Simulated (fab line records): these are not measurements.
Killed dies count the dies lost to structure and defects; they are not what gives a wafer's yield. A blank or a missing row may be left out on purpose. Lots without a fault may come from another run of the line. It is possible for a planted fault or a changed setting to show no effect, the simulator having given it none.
Struck lot and sound lot, side by side :: flow n5-finfet :: 16 steps out of a route of 1938
Sound: wafers L563.2, L563.3, L563.6. Struck: wafer L575.3; the same lot's L575.1 was not struck, so it is left out; see the end for the cause.
Each step with rows lists, per side, the tool, then ch with its chambers, then its first start. Under that, the readings that differ: sound wafers :: struck wafers :: difference of the means :: sigmas: that difference in standard deviations of wafers without a fault.
alike: words and numbers the same on both sides, and readings whose means are apart by under 2 such deviations; not compared: readings that were withheld, readings missing a value for some wafer, numbers with overlapping values and no deviation given by the record, and bounds like >300 which may hide the same value.
Wherever a step has rows on one side only, a row that says differs or no value, or a row with sigmas, the two part there. When numbers do not overlap yet have no deviation, they are printed without sigmas and do not part them. A reading that every wafer of one side lacks parts them only if that side has two wafers or more.

first, 7 steps without rows for these wafers: N5_MOL_CONTACT_COAG_COAT_77 (time 60 s, resist thk 10 nm); N5_MOL_CONTACT_COAG_COAT_78 (resist thk 40 nm); N5_MOL_CONTACT_COAG_EBR_80; N5_MOL_CONTACT_COAG_SOFTBAKE_79 (time 60 s); N5_MOL_CONTACT_COAG_EXPOSE_81 (exposes mask VG, defocus 0 nm); N5_MOL_CONTACT_COAG_PEB_82 (peb time 60 s); N5_MOL_CONTACT_COAG_DEVELOP_83 (develop time 30 s).
N5_MOL_CONTACT_COAG_CD_MEAS_84 targets a cd of 25.1 nm.
  sound on cd-sem-01 ch 0, day 7 14:21; struck on cd-sem-03 ch 0, day 10 07:19
  alike: cd-nm
N5_MOL_CONTACT_COAG_OVL_MEAS_85:
  sound on overlay-02 ch 0, day 7 14:23; struck on overlay-01 ch 0, day 10 07:20
  alike: VG_OVL
N5_MOL_CONTACT_COAG_INSPECT_57: inspects for defects (brightfield).
  sound on defect-inspect-02 at day 7 14:26; struck on defect-inspect-01 at day 10 07:24
  alike: raw-defect-count
N5_MOL_CONTACT_COAG_DESCUM_88: chemistry O2, time 7 s.
  sound on rie-diel-01 ch 0,2, day 7 14:28; struck on rie-diel-03 ch 0, day 10 07:41
  alike: drypump-motor-current-A, oes-product-au, rf-fwd-power-W, rf-vpp-V, showerhead-plenum-p-Torr, temp-c, throttle-valve-pct
  not compared: rf-hours-counter-h
N5_MOL_CONTACT_COAG_ETCH_89: etches underlayer in N2/H2, target depth 13 nm, time 10.4 s.
  sound on rie-diel-01 ch 0,2, day 7 14:31; struck on rie-diel-03 ch 0, day 10 07:44
  alike: drypump-motor-current-A, etch-rf-on-time-s, oes-product-au, rf-fwd-power-W, rf-vpp-V, showerhead-plenum-p-Torr, throttle-valve-pct
  not compared: rf-hours-counter-h
N5_MOL_CONTACT_COAG_ETCH_90: etches SiARC in CF4, target depth 13 nm, time 21.7 s.
  sound on rie-diel-01 ch 0,2, day 7 14:32; struck on rie-diel-03 ch 0, day 10 07:45
reading: etch-rf-on-time-s (s)
sound: 21.4 21.4 21.6
struck: 26.8
difference: +5.3
sigmas: +16

reading: oes-product-au (a.u.)
sound: 0.77 0.74 0.77
struck: 0.55
difference: -0.21
sigmas: -3

reading: rf-fwd-power-W (W)
sound: 530.6 530.2 532.3
struck: 536.6
difference: +5.6
sigmas: +3
  alike: drypump-motor-current-A, mfc-ar-sccm, rf-vpp-V, showerhead-plenum-p-Torr, throttle-valve-pct
  not compared: rf-hours-counter-h
N5_MOL_CONTACT_COAG_ALD_131: deposits SiO2, target thk 5 nm, pulse time 1 s, co reactant pulse time 1 s.
  sound on ald-sin-01 ch 2,3, day 7 14:37; struck on ald-sin-03 ch 2, day 10 07:50
  alike: heater-power-w, precursor-pulse-height-rel
-- a jump in the record: the struck wafers' starts before and after are 6 days apart (it breaks off in module MOL_CONTACT_COAG and resumes in module BEOL_M4, where the first step shown is number 1111 of the route) --
N5_BEOL_M4_RC_MEAS_101:
  sound on prober-01 ch 0, day 11 18:25; struck on prober-01 ch 0, day 16 02:31
reading: VT_N (mV)
sound: 251.3 256.9 251.2
struck: 247.4
difference: -5.7
sigmas: -2
  alike: DIBL_N, DIBL_P, IOFF_N, IOFF_P, ION_N, ION_P, SS_N, SS_P, VT_P
N5_PASSIVATION_PROBE_49:
  the record holds rows for the sound wafers here (prober-01, day 16 13:50) but none for the struck ones

== WHERE THEY PART ==
First at N5_MOL_CONTACT_COAG_ETCH_90; last, within this record, at N5_PASSIVATION_PROBE_49.

WHY: the cause the simulator had injected
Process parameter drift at N5_MOL_CONTACT_COAG_ETCH_90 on rie-diel-03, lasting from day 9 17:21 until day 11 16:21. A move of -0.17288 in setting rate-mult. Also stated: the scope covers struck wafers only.
